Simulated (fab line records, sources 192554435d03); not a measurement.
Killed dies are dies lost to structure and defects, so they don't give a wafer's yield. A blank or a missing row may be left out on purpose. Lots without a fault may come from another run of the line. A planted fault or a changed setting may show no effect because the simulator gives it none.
Problem report in the 8D (eight disciplines) form, filled by code | flow n5_finfet | the parts of the form that need people (team, actions taken, sign-off) are left out

1. THE PROBLEM
trench_depth_nm at N5_BEOL_M4_OCD_MEAS_38 reads a mean of 5.3 nm on 3 wafers of 2 lots; wafers without a fault read 55.5 nm with a standard deviation of 1.4. That is -36 standard deviations from the usual mean.
First seen on wafer L900.1, day 12 16:12, on ocd-02. The record holds 25 wafers of 9 lots with a number at this step. Rule for "out", or "out of limits": more than 4 standard deviations from the usual mean. The other wafers with a number count as sound.

2. WHAT IT IS AND WHAT IT IS NOT
question                    | is                     | is not
which readings at this step | trench_depth_nm        | -
which lots                  | L900, L902             | L882, L883, L886, L893, L896, L904, L905
which wafers of those lots  | L900.1, L900.2, L902.2 | L902.3
read on which gauges        | ocd-01, ocd-02         | -
when                        | from day 12 16:12      | up to then (15 sound wafers); but 7 sound wafers of L902, L904, L905 came after

3. SUSPECTS, AND WHAT RULES EACH OUT
Counting: a tool at a process step up to the reading stays a suspect if it ran every lot that is out. Sound lots after the first of them don't rule it out here, since some wafers of a struck lot are sound.
- the gauge at N5_BEOL_M4_OCD_MEAS_38: ruled out. The wafers that are out were read on 2 gauges (ocd-01, ocd-02).
- pvd_sputter-02 at N5_BEOL_M3_ANNEAL_91 (time 240 s): kept. It ran every lot that is out, first L900 (day 12 11:15); its last sound lot up to then is L893 (day 10 22:23).
- pvd_sputter-02 at N5_BEOL_M3_ANNEAL_95 (time 240 s): kept. It ran every lot that is out, first L900 (day 12 11:41); its last sound lot up to then is L893 (day 10 22:49).
- rie_diel-03 at N5_BEOL_M4_DESCUM_16 (chemistry O2, time 7 s): kept. It ran every lot that is out, first L900 (day 12 14:05); its last sound lot up to then is L896 (day 11 06:45).
- rie_diel-03 at N5_BEOL_M4_ETCH_64 (etches SOC in N2/H2, target depth 75 nm, overetch 22.5 nm, time 121.9 s): kept. It ran every lot that is out, first L900 (day 12 14:10); its last sound lot up to then is L896 (day 11 06:50).
- Within rie_diel-03 at N5_BEOL_M4_DESCUM_16: the wafers that are out ran in chambers 1, 2; their sound lot-mates ran in chamber 0.
- Within rie_diel-03 at N5_BEOL_M4_ETCH_64: the wafers that are out ran in chambers 1, 2; their sound lot-mates ran in chamber 0.
Left after counting: pvd_sputter-02 at N5_BEOL_M3_ANNEAL_91, pvd_sputter-02 at N5_BEOL_M3_ANNEAL_95, rie_diel-03 at N5_BEOL_M4_DESCUM_16, rie_diel-03 at N5_BEOL_M4_ETCH_64.

4. THE CAUSE (what the simulator had put in)
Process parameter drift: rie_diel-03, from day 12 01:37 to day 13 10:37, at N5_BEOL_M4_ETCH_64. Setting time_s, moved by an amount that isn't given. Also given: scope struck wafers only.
Counting left 4 suspects, and this tool is among them.

5. THE CHAIN OF EFFECTS, in route order
Each row: a reading whose mean over the struck wafers that have a number lies more than 3 standard deviations from the usual. Only readings for which the record gives a usual standard deviation are gone through. hours: the time from each lot's start at the first step in this table that gives one to its start at this step, as a median over the lots. sigmas: the change in usual standard deviations.
hours | step                    | reading              | usual     | on struck wafers | change | sigmas
0     | N5_BEOL_M4_ETCH_64      | oes_product_au       | 0.62 a.u. | 0.87             | +0.25  | +3.8
9     | N5_BEOL_M4_OCD_MEAS_38  | trench_depth_nm      | 55.5 nm   | 5.3              | -50.2  | -36
121   | N5_PASSIVATION_PROBE_49 | defect_limited_yield | 91.0 %    | 11.3             | -79.7  | -57
121   | N5_PASSIVATION_PROBE_49 | killed_at_M4_up      | 14        | 954              | +940   | +99 or more
121   | N5_PASSIVATION_PROBE_49 | killed_dies          | 106       | 1047             | +941   | +59
121   | N5_PASSIVATION_PROBE_49 | killed_on_rim        | 13        | 140              | +127   | +32
121   | N5_PASSIVATION_PROBE_49 | sort_bin_5_function  | 5.3 %     | 85.2             | +79.9  | +90
121   | N5_PASSIVATION_PROBE_49 | sort_n_pass          | 1070      | 132              | -938   | -33
121   | N5_PASSIVATION_PROBE_49 | sort_yield_pct       | 90.7 %    | 11.2             | -79.5  | -33
The process steps in it:
- N5_BEOL_M4_ETCH_64: etches SOC in N2/H2, target depth 75 nm, overetch 22.5 nm, time 121.9 s.
- N5_PASSIVATION_PROBE_49
Readings that are blank on the struck wafers while sound wafers have them: M4_THK at N5_BEOL_M4_THK_MEAS_53.

6. WHAT WOULD HAVE CAUGHT IT SOONER
In this record the first reading out of limits at a measuring or inspecting step was taken at day 12 16:12, 15 hours after the fault began at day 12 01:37.
Of the tool readings at N5_BEOL_M4_ETCH_64 for which the record gives a usual standard deviation, none was out on any struck wafer, so an alarm limit of 4 standard deviations on them would not have fired.
Of the lots that are out (2), L902 began N5_BEOL_M4_ETCH_64 on rie_diel-03 after day 12 16:12. A hold on the tool at that time would have spared it.
